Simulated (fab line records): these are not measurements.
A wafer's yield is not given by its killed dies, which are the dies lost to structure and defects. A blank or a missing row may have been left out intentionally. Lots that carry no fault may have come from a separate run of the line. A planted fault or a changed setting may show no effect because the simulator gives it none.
fab line records ; flow nand-harc ; part 1 of 2: steps 1 to 40 of 41
record: lots: 6; wafers: 18; last-day: 30
route steps=1302 shown A_M1@1180 A_BONDPAD@1202 END@1302
lots that met no fault: taken from a fault-free run of the same line
start-h: start of the lot's first displayed wafer, in hours after the record's first day ; wait-h: hours since the lot's step before ; " the same as in the row above ; L1.1+2: one row covering several wafers at once ; - no value present, or no start provided ; * or withheld: withheld ; < > ~ a bound
route shown NAME@n: NAME is a module with steps in the file, n the number in the route of the first one ; usual: mean/standard deviation taken from wafers without a fault ; same: alike in all rows ; chamber/n: place in a boat ; sites: per-site readings ; _std_site: the values' standard deviation ; _edge_site: the outer-site mean with the inner-site mean subtracted ; radius-mm: for every site, how far away it sits from the centre of the wafer ; mask NAME#n: copy n ; behind: the last tool/chamber to shape the wafer ; hold: the reason the lot was held/the length of the hold in hours/how it ended ; device: whichever transistor did not switch (one of n, p or np) ; end of line: the tests these same wafers got at the end of their route ; a step without rows: its recipe alone ; killed: the dies lost at the first sort to structure and to defects; this is not the yield of the wafer ; map: dies across one wafer; x = killed, . = not, _ = none there
set.NAME: the run value of the setting; set.NAME@STEP: its run value at that earlier step ; model.NAME: the simulator's own value behind a step, which no gauge read
lots at some steps of the route; a table a step, a row a wafer
services: when a tool's chamber went out of use (start-h, in hours from the record's first day, below 0 if earlier), for how many hours, and the reason
== steps ==
step: NHARC_A_M1_OVL_MEAS_10
recipe: pitch-nm: 240
usual: overlay-x-nm: 0.0/0.86; overlay-y-nm: -0.1/0.96
lot.wafer;tool;chamber;start-h;wait-h;overlay-x-nm;overlay-y-nm
L937.1;overlay-01;-;628.64;-;1.2;0.3
L937.2;overlay-01;-;628.64;-;1.0;0.2
L937.6;overlay-01;-;628.64;-;1.1;0.4
L938.1;overlay-02;-;645.29;-;-0.4;0.1
L938.3;overlay-02;-;645.29;-;0.1;0.0
L938.5;overlay-02;-;645.29;-;-0.4;-0.2
L939.1;overlay-02;-;646.79;-;0.2;2.7
L939.2;overlay-02;-;646.79;-;0.3;2.4
L939.5;overlay-02;-;646.79;-;0.6;2.5
L940.2;overlay-02;-;666.54;-;-1.0;0.8
L940.5;overlay-02;-;666.54;-;-1.7;0.9
L940.6;overlay-02;-;666.54;-;-1.1;0.7
L942.2;overlay-02;-;673.05;-;1.0;-1.1
L942.5;overlay-02;-;673.05;-;0.6;-1.1
L942.6;overlay-02;-;673.05;-;0.4;-0.6
L943.2;overlay-02;-;679.38;-;0.4;0.1
L943.5;overlay-02;-;679.38;-;0.5;-0.2
L943.6;overlay-02;-;679.38;-;1.0;-0.2
step: NHARC_A_M1_INSPECT_11
usual: raw-defect-count: 80/38
lot.wafer;tool;chamber;start-h;wait-h;raw-defect-count
L937.1;defect-inspect-01;-;628.67;0.0;80
L937.2;defect-inspect-01;-;628.67;0.0;76
L937.6;defect-inspect-01;-;628.67;0.0;78
L938.1;defect-inspect-01;-;645.32;0.0;40
L938.3;defect-inspect-01;-;645.32;0.0;37
L938.5;defect-inspect-01;-;645.32;0.0;35
L939.1;defect-inspect-01;-;646.83;0.0;101
L939.2;defect-inspect-01;-;646.83;0.0;97
L939.5;defect-inspect-01;-;646.83;0.0;79
L940.2;defect-inspect-02;-;666.58;0.0;65
L940.5;defect-inspect-02;-;666.58;0.0;53
L940.6;defect-inspect-02;-;666.58;0.0;59
L942.2;defect-inspect-01;-;673.09;0.0;104
L942.5;defect-inspect-01;-;673.09;0.0;95
L942.6;defect-inspect-01;-;673.09;0.0;91
L943.2;defect-inspect-02;-;679.41;0.0;58
L943.5;defect-inspect-02;-;679.41;0.0;56
L943.6;defect-inspect-02;-;679.41;0.0;56
step: NHARC_A_M1_DESCUM_14
recipe: time-s: 3; o2-flow-sccm: 200; ar-flow-sccm: 0; bias-power-w: 0; chemistry: O2
usual: drypump-motor-current-A: 5.9/0.42; o2-flow-sccm: 200.1/0.64; oes-product-au: 0.999/0.01; rf-vpp-V: 57.8/0.89; showerhead-plenum-p-Torr: 1.93/0.097; throttle-valve-pct: 11.311/0.0087
lot.wafer;tool;chamber;start-h;wait-h;drypump-motor-current-A;o2-flow-sccm;oes-product-au;rf-hours-counter-h;rf-vpp-V;showerhead-plenum-p-Torr;throttle-valve-pct
L937.2;rie-diel-05;0;628.73;0.1;6.6;200.0;0.988;2.0;58.6;1.83;11.301
L937.1;rie-diel-05;3;628.73;0.1;6.4;199.1;0.996;2.6;58.8;1.85;11.303
L937.6;rie-diel-05;1;628.73;0.1;5.2;200.4;0.995;-;57.3;2.00;11.305
L938.1;rie-diel-05;0;645.39;0.1;6.6;200.0;0.983;2.8;56.7;1.83;11.307
L938.3;rie-diel-05;1;645.39;0.1;5.2;200.7;0.990;2.9;58.5;2.00;11.313
L938.5;rie-diel-05;0;645.39;0.1;6.5;201.5;0.987;-;58.6;1.83;11.322
L939.2;rie-diel-05;1;646.90;0.1;5.2;200.7;0.986;3.0;57.4;2.00;11.307
L939.1;rie-diel-05;3;646.90;0.1;6.4;200.5;0.996;3.4;59.4;1.85;11.314
L939.5;rie-diel-05;1;646.90;0.1;5.2;200.2;0.984;-;57.2;2.00;11.303
L940.2;rie-diel-08;3;666.64;0.1;5.8;200.9;0.996;7.8;57.7;2.01;11.309
L940.6;rie-diel-08;3;666.64;0.1;5.8;200.8;0.995;-;58.5;2.01;11.318
L940.5;rie-diel-08;0;666.64;0.1;5.5;200.4;1.005;-;57.3;1.91;11.324
L942.2;rie-diel-11;3;673.15;0.1;6.3;200.2;1.001;1.5;58.2;2.05;11.312
L942.6;rie-diel-11;3;673.15;0.1;6.3;200.8;0.999;-;57.7;2.05;11.301
L942.5;rie-diel-11;0;673.15;0.1;5.4;199.7;1.007;-;57.2;2.05;11.314
L943.2;rie-diel-11;2;679.48;0.1;5.9;199.9;1.007;2.3;57.9;1.78;11.308
L943.6;rie-diel-11;1;679.48;0.1;6.0;199.1;1.004;-;58.5;1.90;11.314
L943.5;rie-diel-11;2;679.48;0.1;5.9;200.0;1.009;-;56.1;1.78;11.301
step: NHARC_A_M1_ETCH_35
recipe: target-depth-a: 400; overetch-a: 120; time-s: 43.94; ion-energy-ev: 200; n2-flow-sccm: 150; h2-flow-sccm: 150; ar-flow-sccm: 0; rf-w: 400; bias-w: 150; chemistry: N2/H2
step: NHARC_A_M1_ETCH_15
recipe: target-depth-a: 1825; time-s: 91.2; c4f8-flow-sccm: withheld; ar-flow-sccm: 400; rf-w: 600; bias-w: 300; chemistry: C4F8/Ar
step: NHARC_A_M1_CD_MEAS_16
usual: cd-nm: 120.2/0.97
lot.wafer;tool;chamber;start-h;wait-h;cd-nm
L937.1;cd-sem-03;-;629.05;-;117.6
L937.2;cd-sem-03;-;629.05;-;119.7
L937.6;cd-sem-03;-;629.05;-;121.1
L938.1;cd-sem-03;-;645.69;-;119.0
L938.3;cd-sem-03;-;645.69;-;121.0
L938.5;cd-sem-03;-;645.69;-;121.0
L939.1;cd-sem-01;-;647.20;-;119.5
L939.2;cd-sem-01;-;647.20;-;120.6
L939.5;cd-sem-01;-;647.20;-;121.2
L940.2;cd-sem-02;-;666.94;-;121.7
L940.5;cd-sem-02;-;666.94;-;119.7
L940.6;cd-sem-02;-;666.94;-;120.5
L942.2;cd-sem-02;-;673.46;-;120.6
L942.5;cd-sem-02;-;673.46;-;121.0
L942.6;cd-sem-02;-;673.46;-;120.3
L943.2;cd-sem-01;-;679.78;-;119.8
L943.5;cd-sem-01;-;679.78;-;119.7
L943.6;cd-sem-01;-;679.78;-;117.0
step: NHARC_A_M1_STRIP_18
recipe: power-w: 1000; n2-flow-sccm: 150; h2-flow-sccm: 150; ar-flow-sccm: 0; bias-w: 0; chemistry: N2/H2
step: NHARC_A_M1_ETCH_28
recipe: target-depth-a: 300; over-etch-frac: 0.3; time-s: 72.99; ion-energy-ev: 150; cf4-flow-sccm: 50; n2-flow-sccm: 100; ar-flow-sccm: 150; rf-w: 300; bias-w: 100; chemistry: CF4/N2
step: NHARC_A_M1_STRIP_19
recipe: time-s: 600; temp-c: 30; chemistry: post-etch-residue-remover
step: NHARC_A_M1_DEGAS_29
recipe: temp-c: 250; time-s: 60
step: NHARC_A_M1_PRE_CLEAN_30
recipe: time-s: 30; temp-c: 280; gas: H2/He
step: NHARC_A_M1_PVD_20
recipe: target-thk-a: 50; bias-v: 168.6; power-w: 15000; chamber-pressure-pa: 0.12; time-s: 8.06; substrate-temp-c: 50; material: TaN
step: NHARC_A_M1_PVD_21
recipe: target-thk-a: 300; chamber-pressure-pa: 5; power-w: 5000; substrate-temp-c: 30; time-s: 20.49; material: Cu
usual: throttle-valve-pct: 29.4/0.93
lot.wafer;tool;chamber;start-h;wait-h;throttle-valve-pct
L937.2;pvd-sputter-03;-;630.00;-;29.9
L937.1;pvd-sputter-03;-;630.00;-;29.7
L937.6;pvd-sputter-03;-;630.00;-;29.2
L938.1;pvd-sputter-01;-;646.62;-;28.2
L938.3;pvd-sputter-01;-;646.62;-;29.0
L938.5;pvd-sputter-01;-;646.62;-;27.8
L939.1;pvd-sputter-03;-;648.13;-;29.1
L939.2;pvd-sputter-03;-;648.13;-;29.9
L939.5;pvd-sputter-03;-;648.13;-;29.7
L940.2;pvd-sputter-01;-;671.81;-;29.4
L940.6;pvd-sputter-01;-;671.81;-;29.3
L940.5;pvd-sputter-01;-;671.81;-;28.8
L942.2;pvd-sputter-01;-;674.40;-;28.8
L942.5;pvd-sputter-01;-;674.40;-;28.1
L942.6;pvd-sputter-01;-;674.40;-;29.2
L943.2;pvd-sputter-01;-;680.72;-;29.1
L943.5;pvd-sputter-01;-;680.72;-;29.1
L943.6;pvd-sputter-01;-;680.72;-;29.1
step: NHARC_A_M1_ECD_22
recipe: target-thk-a: 4000; bath-temp-c: 25; material: Cu
step: NHARC_A_M1_ANNEAL_31
recipe: temp-c: 225; time-s: 90
step: NHARC_A_M1_CMP_23
recipe: t-overpolish-s: 20; target-thk-nm: 154.34
usual: motor-current-A: 11.9/0.56; time-to-endpoint-s: 29/3
lot.wafer;tool;chamber;start-h;wait-h;motor-current-A;time-to-endpoint-s
L937.2;cmp-02;1;630.88;-;12.5;26
L937.1;cmp-02;2;630.88;-;10.8;32
L937.6;cmp-02;1;630.88;-;12.7;26
L938.1;cmp-01;3;647.48;-;11.9;29
L938.3;cmp-01;0;647.48;-;12.0;26
L938.5;cmp-01;3;647.48;-;11.6;32
L939.1;cmp-01;3;648.98;-;12.0;35
L939.2;cmp-01;1;648.98;-;12.4;35
L939.5;cmp-01;3;648.98;-;11.7;31
L940.2;cmp-02;3;672.72;-;12.1;32
L940.5;cmp-02;0;672.72;-;11.5;33
L940.6;cmp-02;1;672.72;-;12.0;25
L942.2;cmp-01;2;675.36;-;12.8;28
L942.5;cmp-01;1;675.36;-;12.2;35
L942.6;cmp-01;2;675.36;-;11.8;31
L943.2;cmp-04;0;681.61;-;12.1;28
L943.5;cmp-04;3;681.61;-;12.3;31
L943.6;cmp-04;0;681.61;-;12.8;28
step: NHARC_A_M1_SRD_25
step: NHARC_A_M1_INSPECT_27
usual: raw-defect-count: 530/130
lot.wafer;tool;chamber;start-h;wait-h;raw-defect-count
L937.1;defect-inspect-01;-;631.32;0.0;514
L937.2;defect-inspect-01;-;631.32;0.0;695
L937.6;defect-inspect-01;-;631.32;0.0;657
L938.1;defect-inspect-01;-;647.95;0.0;417
L938.3;defect-inspect-01;-;647.95;0.0;453
L938.5;defect-inspect-01;-;647.95;0.0;432
L939.1;defect-inspect-02;-;649.45;0.0;556
L939.2;defect-inspect-02;-;649.45;0.0;851
L939.5;defect-inspect-02;-;649.45;0.0;614
L940.2;defect-inspect-02;-;673.10;0.0;455
L940.5;defect-inspect-02;-;673.10;0.0;405
L940.6;defect-inspect-02;-;673.10;0.0;291
L942.2;defect-inspect-01;-;675.80;0.0;815
L942.5;defect-inspect-01;-;675.80;0.0;896
L942.6;defect-inspect-01;-;675.80;0.0;924
L943.2;defect-inspect-01;-;682.05;0.0;338
L943.5;defect-inspect-01;-;682.05;0.0;505
L943.6;defect-inspect-01;-;682.05;0.0;483
step: NHARC_A_M1_PRE_CLEAN_32
recipe: time-s: 12; temp-c: 370; rf-power-w: 300; gas: NH3
step: NHARC_A_M1_DEP_33
recipe: target-thk-a: 300; temp-c: 370; target-thk-nm: 30; pressure-torr: 3; flow-sccm: 200; rf-w: 450; material: SiCN
usual: heater-power-w: 582/91
lot.wafer;tool;chamber;start-h;wait-h;heater-power-w
L937.1;pecvd-02;1;631.47;0.1;630
L937.2;pecvd-02;0;631.47;0.1;673
L937.6;pecvd-02;2;631.47;0.1;548
L938.3;pecvd-02;1;648.14;0.1;613
L938.1;pecvd-02;2;648.14;0.1;599
L938.5;pecvd-02;0;648.14;0.1;663
L939.2;pecvd-02;2;649.62;0.1;637
L939.1;pecvd-02;1;649.62;0.1;656
L939.5;pecvd-02;2;649.62;0.1;531
L940.2;pecvd-04;0;673.34;0.1;636
L940.5;pecvd-04;2;673.34;0.1;385
L940.6;pecvd-04;0;673.34;0.1;631
L942.2;pecvd-02;1;676.17;0.1;663
L942.6;pecvd-02;0;676.17;0.1;581
L942.5;pecvd-02;2;676.17;0.1;597
L943.2;pecvd-02;0;682.20;0.1;649
L943.6;pecvd-02;0;682.20;0.1;665
L943.5;pecvd-02;2;682.20;0.1;627
step: NHARC_A_BONDPAD_DEP_00
recipe: target-thk-a: 2500; temp-c: 370; target-thk-nm: 250; pressure-torr: 3; flow-sccm: 200; rf-w: 450; material: SiCN
step: NHARC_A_BONDPAD_CMP_29
recipe: target-thk-nm: 200; material: SiCN
usual: motor-current-A: 11.9/0.56
lot.wafer;tool;chamber;start-h;wait-h;motor-current-A
L937.2;cmp-03;2;632.46;-;11.1
L937.1;cmp-03;3;632.46;-;11.0
L937.6;cmp-03;2;632.46;-;10.9
L938.3;cmp-03;1;649.06;-;11.5
L938.1;cmp-03;2;649.06;-;11.7
L938.5;cmp-03;2;649.06;-;11.3
L939.1;cmp-01;0;650.61;-;11.5
L939.2;cmp-01;2;650.61;-;12.2
L939.5;cmp-01;3;650.61;-;12.1
L940.2;cmp-04;1;674.23;-;12.5
L940.6;cmp-04;0;674.23;-;12.0
L940.5;cmp-04;1;674.23;-;12.9
L942.5;cmp-04;0;677.30;-;12.3
L943.6;cmp-04;2;683.25;-;12.3
step: NHARC_A_BONDPAD_THK_MEAS_30
recipe: thk-meas-gauge: ellipsometry
usual: thk-nm: 199.9/1.6
lot.wafer;tool;chamber;start-h;wait-h;thk-nm
L937.1;film-metro-02;-;632.68;0.2;201.0
L937.2;film-metro-02;-;632.68;0.2;198.1
L937.6;film-metro-02;-;632.68;0.2;199.3
L938.1;film-metro-02;-;649.31;0.2;199.0
L938.3;film-metro-02;-;649.31;0.2;197.8
L938.5;film-metro-02;-;649.31;0.2;198.0
L939.1;film-metro-01;-;650.84;0.2;199.1
L939.2;film-metro-01;-;650.84;0.2;199.2
L939.5;film-metro-01;-;650.84;0.2;202.3
L940.2;film-metro-01;-;674.46;0.2;200.0
L940.5;film-metro-01;-;674.46;0.2;201.6
L940.6;film-metro-01;-;674.46;0.2;200.9
L942.5;film-metro-01;-;677.45;0.1;200.5
L943.6;film-metro-01;-;683.41;0.1;199.4
step: NHARC_A_BONDPAD_SRD_31
step: NHARC_A_BONDPAD_DEHYDRATE_01
recipe: temp-c: 150; time-s: 120
step: NHARC_A_BONDPAD_HMDS_02
recipe: time-s: 30
step: NHARC_A_BONDPAD_COAT_33
recipe: temp-c: 200; time-s: 65
step: NHARC_A_BONDPAD_COAT_03
recipe: spin-rpm: 2000; resist-thk-nm: 600
step: NHARC_A_BONDPAD_SOFTBAKE_04
recipe: temp-c: 125; time-s: 70
step: NHARC_A_BONDPAD_EBR_05
step: NHARC_A_BONDPAD_EXPOSE_06
recipe: na: 0.55; dose-mj: 36.99; mask-id: A_BPAD
step: NHARC_A_BONDPAD_PEB_07
recipe: peb-temp-c: 128; peb-time-s: 80
step: NHARC_A_BONDPAD_DEVELOP_08
recipe: time-s: 50; dev-temp-c: 22
step: NHARC_A_BONDPAD_CD_MEAS_09
recipe: target-cd-nm: 500; landing-energy-ev: 500
usual: cd-nm: 500.6/2.5
lot.wafer;tool;chamber;start-h;wait-h;cd-nm
L937.1;cd-sem-03;0;633.25;-;497.8
L937.2;cd-sem-03;0;633.25;-;503.8
L937.6;cd-sem-03;0;633.25;-;500.6
L938.1;cd-sem-01;0;649.87;-;495.7
L938.3;cd-sem-01;0;649.87;-;495.3
L938.5;cd-sem-01;0;649.87;-;498.6
L939.1;cd-sem-02;0;651.40;-;502.8
L939.2;cd-sem-02;0;651.40;-;497.9
L939.5;cd-sem-02;0;651.40;-;502.2
L940.2;cd-sem-03;0;675.02;-;506.6
L940.5;cd-sem-03;0;675.02;-;503.2
L940.6;cd-sem-03;0;675.02;-;499.4
L942.5;cd-sem-01;0;677.91;-;495.2
L943.6;cd-sem-01;0;684.00;-;496.5
step: NHARC_A_BONDPAD_OVL_MEAS_35
usual: overlay-x-nm: 0/5.3; overlay-y-nm: -1/5.5
lot.wafer;tool;chamber;start-h;wait-h;overlay-x-nm;overlay-y-nm
L937.1;overlay-01;-;633.33;-;5;6
L937.2;overlay-01;-;633.33;-;5;5
L937.6;overlay-01;-;633.33;-;5;5
L938.1;overlay-01;-;649.96;-;-9;-11
L938.3;overlay-01;-;649.96;-;-9;-11
L938.5;overlay-01;-;649.96;-;-9;-11
L939.1;overlay-02;-;651.49;-;-3;-2
L939.2;overlay-02;-;651.49;-;-4;-2
L939.5;overlay-02;-;651.49;-;-4;-2
L940.2;overlay-01;-;675.11;-;3;-4
L940.5;overlay-01;-;675.11;-;3;-4
L940.6;overlay-01;-;675.11;-;2;-4
L942.5;overlay-02;-;677.99;-;6;-13
L943.6;overlay-01;-;684.08;-;11;0
step: NHARC_A_BONDPAD_HARDBAKE_10
recipe: temp-c: 118; time-s: 65
step: NHARC_A_BONDPAD_DESCUM_11
recipe: time-s: 3; o2-flow-sccm: 200; ar-flow-sccm: 0; bias-power-w: 0; chemistry: O2
step: NHARC_A_BONDPAD_ETCH_34
recipe: target-depth-a: 600; overetch-a: 180; time-s: 65.91; ion-energy-ev: 200; n2-flow-sccm: 150; h2-flow-sccm: 150; ar-flow-sccm: 0; rf-w: 400; bias-w: 150; chemistry: N2/H2
step: NHARC_A_BONDPAD_ETCH_12
recipe: target-depth-a: 2200; time-s: 110; chf3-flow-sccm: 50; o2-flow-sccm: 10; ar-flow-sccm: 200; rf-w: 500; bias-w: 200; chemistry: CHF3/O2
usual: drypump-motor-current-A: 5.88/0.29; o2-flow-sccm: 9.996/0.029; oes-product-au: 0.949/0.029; rf-vpp-V: 370.4/2.7; showerhead-plenum-p-Torr: 2.40/0.12; throttle-valve-pct: 20.575/0.0092
lot.wafer;tool;chamber;start-h;wait-h;drypump-motor-current-A;o2-flow-sccm;oes-product-au;rf-hours-counter-h;rf-vpp-V;showerhead-plenum-p-Torr;throttle-valve-pct
L937.1;rie-diel-02;3;-;-;5.87;10.002;0.908;6;367.1;2.25;20.584
L937.2;rie-diel-02;2;-;-;5.79;9.977;0.933;9;367.6;2.23;20.572
L937.6;rie-diel-02;0;-;-;6.00;10.012;0.923;-;373.2;2.53;20.575
L938.1;rie-diel-02;1;-;-;5.66;9.974;0.927;13;367.4;2.25;20.557
L938.3;rie-diel-02;3;-;-;5.86;9.974;0.903;11;367.9;2.25;20.571
L938.5;rie-diel-02;1;-;-;5.67;9.984;0.913;-;365.4;2.25;20.567
L939.2;rie-diel-02;1;-;-;5.67;9.996;0.931;14;367.9;2.25;20.567
L939.1;rie-diel-02;3;-;-;5.86;9.977;0.910;12;366.8;2.25;20.583
L939.5;rie-diel-02;0;-;-;5.98;10.063;0.929;-;372.6;2.53;20.563
L940.2;rie-diel-07;2;-;-;5.67;10.024;0.955;0;368.1;2.31;20.570
L940.5;rie-diel-07;3;-;-;5.82;9.992;0.988;-;373.6;2.57;20.578
L940.6;rie-diel-07;0;-;-;6.30;9.990;0.965;-;371.7;2.50;20.582
L942.5;rie-diel-07;2;-;-;5.70;10.003;0.956;-;368.3;2.31;20.579
L943.6;rie-diel-01;1;-;-;6.40;9.952;0.903;-;372.4;2.43;20.559
step: NHARC_A_BONDPAD_CD_MEAS_13
usual: cd-nm: 499.8/2.7
lot.wafer;tool;chamber;start-h;wait-h;cd-nm
L937.1;cd-sem-03;-;633.87;-;494.0
L937.2;cd-sem-03;-;633.87;-;503.0
L937.6;cd-sem-03;-;633.87;-;498.6
L938.1;cd-sem-03;-;650.40;-;492.3
L938.3;cd-sem-03;-;650.40;-;494.0
L938.5;cd-sem-03;-;650.40;-;495.4
L939.1;cd-sem-01;-;651.93;-;499.3
L939.2;cd-sem-01;-;651.93;-;496.8
L939.5;cd-sem-01;-;651.93;-;500.1
L940.2;cd-sem-03;-;675.60;-;506.5
L940.5;cd-sem-03;-;675.60;-;503.7
L940.6;cd-sem-03;-;675.60;-;499.7
L942.5;cd-sem-02;-;678.43;-;495.4
L943.6;cd-sem-02;-;684.53;-;496.0
